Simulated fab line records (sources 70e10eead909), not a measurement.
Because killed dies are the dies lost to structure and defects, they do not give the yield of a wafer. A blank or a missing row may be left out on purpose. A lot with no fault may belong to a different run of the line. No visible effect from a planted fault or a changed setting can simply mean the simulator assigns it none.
A sampling plan put to the test :: flow nandHarc :: one fab line, 41 faults that these records tell of, each judged on the records of the lots that it struck; 1 more is left out, because the records don't allow judging it
The plan is the line's own looks: the steps of the route at which a gauge or an inspection reads the wafer and doesn't change it. A look is open to judgement when struck wafers have a number at it and the file gives its usual mean and standard deviation on fault-free wafers. Caught: the struck wafers' mean, at a look after the fault's first step, is 4 or more of those standard deviations (sigma) away from the usual mean. On the tool: the fault's steps, tested the same way using the tool's own readings. If the struck wafers alone have a blank record, or they carry another recipe, that too counts as caught.

== THE FAULTS, as the simulator had put them in ==
1. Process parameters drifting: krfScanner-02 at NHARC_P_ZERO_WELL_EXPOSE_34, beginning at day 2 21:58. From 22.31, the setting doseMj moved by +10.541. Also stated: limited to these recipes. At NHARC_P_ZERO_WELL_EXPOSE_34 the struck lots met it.
2. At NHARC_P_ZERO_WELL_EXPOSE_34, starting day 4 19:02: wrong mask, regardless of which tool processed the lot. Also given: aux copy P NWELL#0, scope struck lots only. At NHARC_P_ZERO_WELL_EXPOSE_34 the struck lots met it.
3. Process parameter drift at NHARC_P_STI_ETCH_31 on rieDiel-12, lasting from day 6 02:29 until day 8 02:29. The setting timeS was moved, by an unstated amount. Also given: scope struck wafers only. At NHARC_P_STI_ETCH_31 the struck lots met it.
4. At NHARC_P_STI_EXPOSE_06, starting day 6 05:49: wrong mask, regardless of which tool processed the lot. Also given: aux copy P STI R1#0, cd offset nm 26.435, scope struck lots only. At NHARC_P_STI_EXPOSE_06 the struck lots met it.
5. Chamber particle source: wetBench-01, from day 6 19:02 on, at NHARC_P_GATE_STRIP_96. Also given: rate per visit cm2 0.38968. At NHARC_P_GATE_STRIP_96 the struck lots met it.
6. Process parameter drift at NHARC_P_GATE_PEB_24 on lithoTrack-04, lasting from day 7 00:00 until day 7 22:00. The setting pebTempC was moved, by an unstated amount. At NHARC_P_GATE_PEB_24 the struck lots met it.
7. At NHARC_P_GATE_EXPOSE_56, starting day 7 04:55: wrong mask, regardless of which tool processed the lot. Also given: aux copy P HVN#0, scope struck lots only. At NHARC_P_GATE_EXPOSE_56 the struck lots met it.
8. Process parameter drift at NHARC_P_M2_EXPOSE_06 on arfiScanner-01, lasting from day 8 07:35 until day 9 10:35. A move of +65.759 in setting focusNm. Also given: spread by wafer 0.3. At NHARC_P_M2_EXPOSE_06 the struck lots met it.
9. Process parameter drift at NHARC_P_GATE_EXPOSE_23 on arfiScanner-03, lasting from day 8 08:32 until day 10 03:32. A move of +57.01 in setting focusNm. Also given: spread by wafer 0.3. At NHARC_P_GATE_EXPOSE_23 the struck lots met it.
10. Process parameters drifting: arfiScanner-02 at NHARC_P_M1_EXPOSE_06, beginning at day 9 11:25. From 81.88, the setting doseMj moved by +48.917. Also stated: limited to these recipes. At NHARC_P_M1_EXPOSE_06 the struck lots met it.
11. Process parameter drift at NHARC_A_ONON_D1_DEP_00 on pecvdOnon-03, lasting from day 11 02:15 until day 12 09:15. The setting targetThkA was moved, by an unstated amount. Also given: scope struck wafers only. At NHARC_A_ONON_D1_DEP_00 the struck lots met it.
12. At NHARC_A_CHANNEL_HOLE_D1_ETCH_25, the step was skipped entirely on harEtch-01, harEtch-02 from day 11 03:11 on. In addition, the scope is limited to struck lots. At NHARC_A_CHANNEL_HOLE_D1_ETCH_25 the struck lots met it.
13. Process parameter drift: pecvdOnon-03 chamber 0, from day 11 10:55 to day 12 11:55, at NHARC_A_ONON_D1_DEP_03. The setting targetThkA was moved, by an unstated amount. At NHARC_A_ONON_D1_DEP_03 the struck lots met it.
14. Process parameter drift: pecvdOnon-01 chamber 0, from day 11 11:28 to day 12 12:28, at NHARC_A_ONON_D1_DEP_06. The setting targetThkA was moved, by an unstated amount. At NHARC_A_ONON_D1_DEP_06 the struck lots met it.
15. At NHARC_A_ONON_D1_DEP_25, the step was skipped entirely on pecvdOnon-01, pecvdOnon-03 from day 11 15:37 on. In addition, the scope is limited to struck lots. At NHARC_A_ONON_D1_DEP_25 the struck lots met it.
16. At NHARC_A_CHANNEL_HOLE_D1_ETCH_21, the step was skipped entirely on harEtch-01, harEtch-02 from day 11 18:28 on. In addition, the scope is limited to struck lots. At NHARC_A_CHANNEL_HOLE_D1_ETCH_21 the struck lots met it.
17. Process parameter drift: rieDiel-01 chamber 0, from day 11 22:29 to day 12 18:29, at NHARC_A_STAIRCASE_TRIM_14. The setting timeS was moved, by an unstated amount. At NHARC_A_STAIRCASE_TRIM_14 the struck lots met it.
18. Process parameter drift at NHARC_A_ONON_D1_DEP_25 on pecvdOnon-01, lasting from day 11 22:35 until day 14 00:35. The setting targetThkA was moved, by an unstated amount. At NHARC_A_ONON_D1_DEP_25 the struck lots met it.
19. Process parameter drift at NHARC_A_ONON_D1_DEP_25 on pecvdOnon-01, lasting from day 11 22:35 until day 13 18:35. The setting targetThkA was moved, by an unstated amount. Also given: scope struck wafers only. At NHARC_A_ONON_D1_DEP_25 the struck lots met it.
20. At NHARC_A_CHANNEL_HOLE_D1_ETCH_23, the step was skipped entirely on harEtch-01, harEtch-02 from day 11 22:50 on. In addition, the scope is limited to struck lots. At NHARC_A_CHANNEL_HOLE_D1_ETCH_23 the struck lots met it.
21. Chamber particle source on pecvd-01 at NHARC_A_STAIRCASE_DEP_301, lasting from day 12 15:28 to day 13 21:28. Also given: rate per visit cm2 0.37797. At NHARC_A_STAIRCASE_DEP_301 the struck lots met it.
22. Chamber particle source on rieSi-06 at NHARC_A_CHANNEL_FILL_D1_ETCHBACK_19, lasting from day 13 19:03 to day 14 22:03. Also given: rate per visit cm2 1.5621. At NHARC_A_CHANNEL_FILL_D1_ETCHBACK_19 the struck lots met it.
23. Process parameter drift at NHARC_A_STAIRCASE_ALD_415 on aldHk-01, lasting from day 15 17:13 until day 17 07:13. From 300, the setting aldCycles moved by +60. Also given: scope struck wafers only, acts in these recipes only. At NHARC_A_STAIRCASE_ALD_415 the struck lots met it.
24. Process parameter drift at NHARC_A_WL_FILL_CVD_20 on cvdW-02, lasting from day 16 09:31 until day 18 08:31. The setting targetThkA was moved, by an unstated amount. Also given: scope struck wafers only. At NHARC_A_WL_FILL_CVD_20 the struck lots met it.
25. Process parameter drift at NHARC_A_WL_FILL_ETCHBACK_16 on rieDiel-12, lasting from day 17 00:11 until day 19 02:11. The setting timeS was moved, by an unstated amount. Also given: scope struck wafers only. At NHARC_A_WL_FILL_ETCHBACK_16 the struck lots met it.
26. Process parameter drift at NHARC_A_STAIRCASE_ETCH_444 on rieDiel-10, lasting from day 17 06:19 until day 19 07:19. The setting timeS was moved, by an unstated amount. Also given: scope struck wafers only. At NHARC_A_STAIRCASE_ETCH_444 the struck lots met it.
27. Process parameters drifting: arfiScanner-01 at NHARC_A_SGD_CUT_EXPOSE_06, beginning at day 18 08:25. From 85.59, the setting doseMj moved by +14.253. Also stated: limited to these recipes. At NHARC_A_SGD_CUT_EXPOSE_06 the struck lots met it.
28. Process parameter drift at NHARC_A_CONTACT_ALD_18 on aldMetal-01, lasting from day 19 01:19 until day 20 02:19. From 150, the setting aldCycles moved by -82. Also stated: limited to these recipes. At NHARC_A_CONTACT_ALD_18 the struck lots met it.
29. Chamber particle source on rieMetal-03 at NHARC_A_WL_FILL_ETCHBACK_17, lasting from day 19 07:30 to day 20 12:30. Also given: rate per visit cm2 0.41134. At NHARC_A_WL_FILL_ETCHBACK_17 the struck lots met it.
30. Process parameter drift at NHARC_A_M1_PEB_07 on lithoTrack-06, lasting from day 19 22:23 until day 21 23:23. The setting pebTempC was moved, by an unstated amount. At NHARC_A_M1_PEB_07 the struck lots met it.
31. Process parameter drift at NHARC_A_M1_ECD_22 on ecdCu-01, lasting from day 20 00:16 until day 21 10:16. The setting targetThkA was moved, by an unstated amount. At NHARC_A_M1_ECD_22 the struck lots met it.
32. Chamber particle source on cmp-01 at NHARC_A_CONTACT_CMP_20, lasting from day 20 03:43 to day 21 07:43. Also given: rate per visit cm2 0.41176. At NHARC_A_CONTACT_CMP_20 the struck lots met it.
33. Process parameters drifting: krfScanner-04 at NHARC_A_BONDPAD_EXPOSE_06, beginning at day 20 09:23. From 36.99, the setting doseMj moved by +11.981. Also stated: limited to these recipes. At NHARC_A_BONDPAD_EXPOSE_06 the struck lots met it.
34. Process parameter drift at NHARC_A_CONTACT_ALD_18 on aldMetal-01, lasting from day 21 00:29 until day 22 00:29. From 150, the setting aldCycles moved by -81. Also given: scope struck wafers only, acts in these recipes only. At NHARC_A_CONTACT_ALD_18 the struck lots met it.
35. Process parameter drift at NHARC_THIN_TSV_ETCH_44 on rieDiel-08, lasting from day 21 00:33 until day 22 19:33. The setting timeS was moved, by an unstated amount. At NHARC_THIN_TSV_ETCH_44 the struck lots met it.
36. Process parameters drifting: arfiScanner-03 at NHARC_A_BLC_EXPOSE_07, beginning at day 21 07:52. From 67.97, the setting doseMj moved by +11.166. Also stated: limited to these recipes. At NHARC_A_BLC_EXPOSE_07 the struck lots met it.
37. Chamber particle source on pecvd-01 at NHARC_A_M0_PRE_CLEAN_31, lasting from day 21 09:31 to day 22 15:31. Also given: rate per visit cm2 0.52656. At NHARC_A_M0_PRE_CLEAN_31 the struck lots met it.
38. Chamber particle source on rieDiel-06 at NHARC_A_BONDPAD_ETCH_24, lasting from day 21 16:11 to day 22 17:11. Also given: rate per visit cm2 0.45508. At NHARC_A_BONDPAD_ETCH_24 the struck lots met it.
39. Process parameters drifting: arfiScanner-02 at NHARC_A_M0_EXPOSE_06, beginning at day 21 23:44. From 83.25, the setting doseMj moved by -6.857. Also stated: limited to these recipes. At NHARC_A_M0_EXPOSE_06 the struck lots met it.
40. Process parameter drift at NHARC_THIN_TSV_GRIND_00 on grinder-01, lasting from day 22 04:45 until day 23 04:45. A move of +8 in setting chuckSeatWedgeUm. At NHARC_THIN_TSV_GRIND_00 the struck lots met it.
41. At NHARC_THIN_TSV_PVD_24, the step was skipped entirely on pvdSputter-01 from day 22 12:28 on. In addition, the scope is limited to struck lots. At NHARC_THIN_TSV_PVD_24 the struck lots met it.

== WHAT THE PLAN SAW ==
fault: 1
on the tool itself: exposureDoseMJCm2 +99 or beyond sigma
first look that catches it: NHARC_P_ZERO_WELL_CD_MEAS_37
reading, sigma: cdNm +26
median hours from its first step to that look: 0.2
hours from the fault's start to the first struck lot there: 6
judged looks passed uncaught: 0

fault: 2
on the tool itself: under 2 sigma
first look that catches it: NHARC_END_SORT_01
reading, sigma: killedAtPeriphery +99 or beyond
median hours from its first step to that look: 451.6
hours from the fault's start to the first struck lot there: 454
judged looks passed uncaught: 1

fault: 3
on the tool itself: runLengthS -20 sigma
first look that catches it: NHARC_END_SORT_01
reading, sigma: killedAtPeriphery +13
median hours from its first step to that look: 426.5
hours from the fault's start to the first struck lot there: 429
judged looks passed uncaught: 0

fault: 4
on the tool itself: under 2 sigma
first look that catches it: NHARC_P_STI_CD_MEAS_09
reading, sigma: cdNm +7.5
median hours from its first step to that look: 0.2
hours from the fault's start to the first struck lot there: 5
judged looks passed uncaught: 0

fault: 5
on the tool itself: under 2 sigma
first look that catches it: NHARC_END_SORT_01
reading, sigma: killedAtPeriphery +27
median hours from its first step to that look: 335.0
hours from the fault's start to the first struck lot there: 343
judged looks passed uncaught: 1

fault: 6
on the tool itself: only faintly: plateTempC -3.8 sigma
first look that catches it: not the one look that can be judged after it
reading, sigma: strongest: cdNm at NHARC_P_GATE_CD_MEAS_26, +3.3
median hours from its first step to that look: -
hours from the fault's start to the first struck lot there: -
judged looks passed uncaught: 1

fault: 7
on the tool itself: no reading that can be judged
first look that catches it: NHARC_END_SORT_01
reading, sigma: killedAtPeriphery +99 or beyond
median hours from its first step to that look: 351.5
hours from the fault's start to the first struck lot there: 354
judged looks passed uncaught: 0

fault: 8
on the tool itself: exposureDoseMJCm2 -18 sigma
first look that catches it: NHARC_P_M2_CD_MEAS_09
reading, sigma: cdNm +4.9
median hours from its first step to that look: 0.1
hours from the fault's start to the first struck lot there: 14
judged looks passed uncaught: 0

fault: 9
on the tool itself: no reading that can be judged
first look that catches it: NHARC_P_GATE_CD_MEAS_26
reading, sigma: cdNm -10
median hours from its first step to that look: 0.1
hours from the fault's start to the first struck lot there: 5
judged looks passed uncaught: 0

fault: 10
on the tool itself: exposureDoseMJCm2 +99 or beyond sigma
first look that catches it: NHARC_P_M1_CD_MEAS_09
reading, sigma: cdNm +32
median hours from its first step to that look: 0.1
hours from the fault's start to the first struck lot there: 19
judged looks passed uncaught: 0

fault: 11
on the tool itself: under 2 sigma
first look that catches it: NHARC_A_ONON_D1_THK_MEAS_02
reading, sigma: thkNm +50
median hours from its first step to that look: 0.4
hours from the fault's start to the first struck lot there: 1
judged looks passed uncaught: 0

fault: 12
on the tool itself: the tool's record is blank for the struck wafers
first look that catches it: NHARC_A_CHANNEL_HOLE_D1_CD_MEAS_30
reading, sigma: cdNm -59
median hours from its first step to that look: 2.7
hours from the fault's start to the first struck lot there: 4
judged looks passed uncaught: 0

fault: 13
on the tool itself: no reading that can be judged
first look that catches it: NHARC_A_ONON_D1_THK_MEAS_05
reading, sigma: thkNm -38
median hours from its first step to that look: 0.5
hours from the fault's start to the first struck lot there: 9
judged looks passed uncaught: 0

fault: 14
on the tool itself: no reading that can be judged
first look that catches it: NHARC_A_ONON_D1_THK_MEAS_08
reading, sigma: thkNm -59
median hours from its first step to that look: 0.5
hours from the fault's start to the first struck lot there: 9
judged looks passed uncaught: 0

fault: 15
on the tool itself: the tool's record is blank for the struck wafers
first look that catches it: NHARC_END_SORT_01
reading, sigma: killedAtArray +64
median hours from its first step to that look: 294.3
hours from the fault's start to the first struck lot there: 281
judged looks passed uncaught: 0

fault: 16
on the tool itself: the tool's record is blank for the struck wafers
first look that catches it: NHARC_A_CHANNEL_HOLE_D1_CD_MEAS_30
reading, sigma: cdNm -60
median hours from its first step to that look: 5.0
hours from the fault's start to the first struck lot there: 8
judged looks passed uncaught: 0

fault: 17
on the tool itself: runLengthS +99 or beyond sigma
first look that catches it: NHARC_END_SORT_01
reading, sigma: killedAtArray +25
median hours from its first step to that look: 213.2
hours from the fault's start to the first struck lot there: 212
judged looks passed uncaught: 0

fault: 18
on the tool itself: no reading that can be judged
first look that catches it: NHARC_A_ONON_D1_THK_MEAS_27
reading, sigma: thkNm -45
median hours from its first step to that look: 0.5
hours from the fault's start to the first struck lot there: 7
judged looks passed uncaught: 0

fault: 19
on the tool itself: no reading that can be judged
first look that catches it: NHARC_A_ONON_D1_THK_MEAS_27
reading, sigma: thkNm +55
median hours from its first step to that look: 0.5
hours from the fault's start to the first struck lot there: 7
judged looks passed uncaught: 0

fault: 20
on the tool itself: the tool's record is blank for the struck wafers
first look that catches it: NHARC_A_CHANNEL_HOLE_D1_CD_MEAS_30
reading, sigma: cdNm -59
median hours from its first step to that look: 4.1
hours from the fault's start to the first struck lot there: 4
judged looks passed uncaught: 0

fault: 21
on the tool itself: under 2 sigma
first look that catches it: NHARC_END_SORT_01
reading, sigma: killedAtArray +5.8
median hours from its first step to that look: 185.9
hours from the fault's start to the first struck lot there: 195
judged looks passed uncaught: 0

fault: 22
on the tool itself: under 2 sigma
first look that catches it: NHARC_END_SORT_01
reading, sigma: killedAtArray +8.1
median hours from its first step to that look: 247.2
hours from the fault's start to the first struck lot there: 253
judged looks passed uncaught: 0

fault: 23
on the tool itself: under 2 sigma
first look that catches it: NHARC_END_SORT_01
reading, sigma: killedAtArray +37
median hours from its first step to that look: 191.5
hours from the fault's start to the first struck lot there: 199
judged looks passed uncaught: 0

fault: 24
on the tool itself: under 2 sigma
first look that catches it: no look after it can be judged
reading, sigma: -
median hours from its first step to that look: -
hours from the fault's start to the first struck lot there: -
judged looks passed uncaught: 0

fault: 25
on the tool itself: runLengthS -36 sigma
first look that catches it: NHARC_END_SORT_01
reading, sigma: killedAtArray +64
median hours from its first step to that look: 90.4
hours from the fault's start to the first struck lot there: 98
judged looks passed uncaught: 0

fault: 26
on the tool itself: runLengthS +99 or beyond sigma
first look that catches it: NHARC_END_SORT_01
reading, sigma: killedAtArray +64
median hours from its first step to that look: 149.6
hours from the fault's start to the first struck lot there: 163
judged looks passed uncaught: 0

fault: 27
on the tool itself: exposureDoseMJCm2 +99 or beyond sigma
first look that catches it: NHARC_A_SGD_CUT_CD_MEAS_09
reading, sigma: cdNm +16
median hours from its first step to that look: 0.1
hours from the fault's start to the first struck lot there: 15
judged looks passed uncaught: 0

fault: 28
on the tool itself: under 2 sigma
first look that catches it: NHARC_END_SORT_01
reading, sigma: killedAtArray +64
median hours from its first step to that look: 54.5
hours from the fault's start to the first struck lot there: 49
judged looks passed uncaught: 0

fault: 29
on the tool itself: under 2 sigma
first look that catches it: NHARC_END_SORT_01
reading, sigma: killedAtArray +6.8
median hours from its first step to that look: 120.2
hours from the fault's start to the first struck lot there: 121
judged looks passed uncaught: 0

fault: 30
on the tool itself: plateTempC -22 sigma
first look that catches it: NHARC_A_M1_CD_MEAS_09
reading, sigma: cdNm -14
median hours from its first step to that look: 0.1
hours from the fault's start to the first struck lot there: 10
judged looks passed uncaught: 0

fault: 31
on the tool itself: no reading that can be judged
first look that catches it: none of the 2 looks that can be judged after it
reading, sigma: -
median hours from its first step to that look: -
hours from the fault's start to the first struck lot there: -
judged looks passed uncaught: 2

fault: 32
on the tool itself: under 2 sigma
first look that catches it: NHARC_A_BLC_INSPECT_12
reading, sigma: rawDefectCount +18
median hours from its first step to that look: 0.9
hours from the fault's start to the first struck lot there: 12
judged looks passed uncaught: 0

fault: 33
on the tool itself: exposureDoseMJCm2 +99 or beyond sigma
first look that catches it: none of the 2 looks that can be judged after it
reading, sigma: strongest: cdNm at NHARC_A_BONDPAD_CD_MEAS_09, +2.8
median hours from its first step to that look: -
hours from the fault's start to the first struck lot there: -
judged looks passed uncaught: 2

fault: 34
on the tool itself: under 2 sigma
first look that catches it: NHARC_END_SORT_01
reading, sigma: killedAtArray +64
median hours from its first step to that look: 71.5
hours from the fault's start to the first struck lot there: 75
judged looks passed uncaught: 0

fault: 35
on the tool itself: runLengthS -99 or beyond sigma
first look that catches it: NHARC_END_SORT_01
reading, sigma: killedAtOther +99 or beyond
median hours from its first step to that look: 16.4
hours from the fault's start to the first struck lot there: 35
judged looks passed uncaught: 0

fault: 36
on the tool itself: exposureDoseMJCm2 +99 or beyond sigma
first look that catches it: NHARC_A_BLC_CD_MEAS_10
reading, sigma: cdNm +8.0
median hours from its first step to that look: 0.1
hours from the fault's start to the first struck lot there: 8
judged looks passed uncaught: 0

fault: 37
on the tool itself: under 2 sigma
first look that catches it: NHARC_A_M1_INSPECT_11
reading, sigma: rawDefectCount +24
median hours from its first step to that look: 1.4
hours from the fault's start to the first struck lot there: 9
judged looks passed uncaught: 0

fault: 38
on the tool itself: under 2 sigma
first look that catches it: NHARC_END_SORT_01
reading, sigma: sort_bin_3_pct +9.8
median hours from its first step to that look: 34.3
hours from the fault's start to the first struck lot there: 40
judged looks passed uncaught: 0

fault: 39
on the tool itself: exposureDoseMJCm2 -91 sigma
first look that catches it: NHARC_A_M0_CD_MEAS_09
reading, sigma: cdNm -7.0
median hours from its first step to that look: 0.1
hours from the fault's start to the first struck lot there: 10
judged looks passed uncaught: 0

fault: 40
on the tool itself: under 2 sigma
first look that catches it: NHARC_END_SORT_01
reading, sigma: killedAtOther +99 or beyond
median hours from its first step to that look: 19.1
hours from the fault's start to the first struck lot there: 28
judged looks passed uncaught: 0

fault: 41
on the tool itself: no reading that can be judged
first look that catches it: NHARC_END_SORT_01
reading, sigma: killedAtOther +99 or beyond
median hours from its first step to that look: 15.0
hours from the fault's start to the first struck lot there: 20
judged looks passed uncaught: 0
A dash: the fault isn't caught, or these records don't give the number.

Caught at a look: 37 of 41. Caught on the tool: 17 of 41. By one or the other: 38 of 41.
Caught on the tool alone: fault 33.
Caught at a look alone: faults 2, 4, 5, 7, 9, 11, 13, 14, 18, 19, 21, 22, 23, 28, 29, 32, 34, 37, 38, 40, 41.
Caught by neither: faults 6, 24, 31.

== THINNER SAMPLING ==
If the look that catches a fault measured only every second or every third lot, by lot number, the first struck lot would be measured this late in the worst case:
fault: 1
struck lots at that look, in order of time: L696, L698, L699
every lot: 6 h
every second lot: 24 h
every third lot: may miss all 3

fault: 2
struck lots at that look, in order of time: L855
every lot: 454 h
every second lot: may miss it
every third lot: may miss it

fault: 3
struck lots at that look, in order of time: L467, L469
every lot: 429 h
every second lot: may miss all 2
every third lot: may miss all 2

fault: 4
struck lots at that look, in order of time: L322
every lot: 5 h
every second lot: may miss it
every third lot: may miss it

fault: 5
struck lots at that look, in order of time: L522
every lot: 343 h
every second lot: may miss it
every third lot: may miss it

fault: 7
struck lots at that look, in order of time: L651
every lot: 354 h
every second lot: may miss it
every third lot: may miss it

fault: 8
struck lots at that look, in order of time: L155
every lot: 14 h
every second lot: may miss it
every third lot: may miss it

fault: 9
struck lots at that look, in order of time: L852, L853
every lot: 5 h
every second lot: 12 h
every third lot: may miss all 2

fault: 10
struck lots at that look, in order of time: L295, L298
every lot: 19 h
every second lot: 23 h
every third lot: may miss all 2

fault: 11
struck lots at that look, in order of time: L439, L443
every lot: 1 h
every second lot: may miss all 2
every third lot: may miss all 2

fault: 12
struck lots at that look, in order of time: L345, L346, L349
every lot: 4 h
every second lot: 17 h
every third lot: may miss all 3

fault: 13
struck lots at that look, in order of time: L121, L120
every lot: 9 h
every second lot: 9 h
every third lot: may miss all 2

fault: 14
struck lots at that look, in order of time: L912, L911, L916
every lot: 9 h
every second lot: 9 h
every third lot: 25 h

fault: 15
struck lots at that look, in order of time: L150, L152
every lot: 281 h
every second lot: may miss all 2
every third lot: may miss all 2

fault: 16
struck lots at that look, in order of time: L754, L753
every lot: 8 h
every second lot: 9 h
every third lot: may miss all 2

fault: 17
struck lots at that look, in order of time: L651, L650, L653
every lot: 212 h
every second lot: 214 h
every third lot: may miss all 3

fault: 18
struck lots at that look, in order of time: L154, L152
every lot: 7 h
every second lot: may miss all 2
every third lot: may miss all 2

fault: 19
struck lots at that look, in order of time: L909, L907, L911
every lot: 7 h
every second lot: may miss all 3
every third lot: 24 h

fault: 20
struck lots at that look, in order of time: L149, L148, L154
every lot: 4 h
every second lot: 8 h
every third lot: may miss all 3

fault: 21
struck lots at that look, in order of time: L592, L594
every lot: 195 h
every second lot: may miss all 2
every third lot: may miss all 2

fault: 22
struck lots at that look, in order of time: L861, L864
every lot: 253 h
every second lot: 259 h
every third lot: may miss all 2

fault: 23
struck lots at that look, in order of time: L653
every lot: 199 h
every second lot: may miss it
every third lot: may miss it

fault: 25
struck lots at that look, in order of time: L563, L567, L566
every lot: 98 h
every second lot: 133 h
every third lot: may miss all 3

fault: 26
struck lots at that look, in order of time: L496, L497, L498
every lot: 163 h
every second lot: 180 h
every third lot: 186 h

fault: 27
struck lots at that look, in order of time: L342, L343
every lot: 15 h
every second lot: 16 h
every third lot: may miss all 2

fault: 28
struck lots at that look, in order of time: L213, L214
every lot: 49 h
every second lot: 69 h
every third lot: may miss all 2

fault: 29
struck lots at that look, in order of time: L449, L450
every lot: 121 h
every second lot: 128 h
every third lot: may miss all 2

fault: 30
struck lots at that look, in order of time: L737, L741
every lot: 10 h
every second lot: may miss all 2
every third lot: may miss all 2

fault: 32
struck lots at that look, in order of time: L269
every lot: 12 h
every second lot: may miss it
every third lot: may miss it

fault: 34
struck lots at that look, in order of time: L681, L680, L683
every lot: 75 h
every second lot: 80 h
every third lot: may miss all 3

fault: 35
struck lots at that look, in order of time: L173, L174
every lot: 35 h
every second lot: 56 h
every third lot: may miss all 2

fault: 36
struck lots at that look, in order of time: L143, L142
every lot: 8 h
every second lot: 19 h
every third lot: may miss all 2

fault: 37
struck lots at that look, in order of time: L123, L127
every lot: 9 h
every second lot: may miss all 2
every third lot: may miss all 2

fault: 38
struck lots at that look, in order of time: L661, L662, L667
every lot: 40 h
every second lot: 49 h
every third lot: may miss all 3

fault: 39
struck lots at that look, in order of time: L351, L356
every lot: 10 h
every second lot: 18 h
every third lot: may miss all 2

fault: 40
struck lots at that look, in order of time: L779
every lot: 28 h
every second lot: may miss it
every third lot: may miss it

fault: 41
struck lots at that look, in order of time: L421, L422
every lot: 20 h
every second lot: 28 h
every third lot: may miss all 2
Hours count from the start of the fault until the first struck lot that is measured. Since the struck wafers were tested as one group against 4 sigma, a single lot by itself may lie under the limit. Other struck lots may not be in these records.

== THE LONGEST TIMED WAY FROM STEP TO LOOK ==
For fault 2, NHARC_P_ZERO_WELL_EXPOSE_34 and NHARC_END_SORT_01 are separated by a median of 451.6 hours. The look between them that can be judged stayed within 4 sigma: NHARC_P_ZERO_WELL_INSPECT_43.
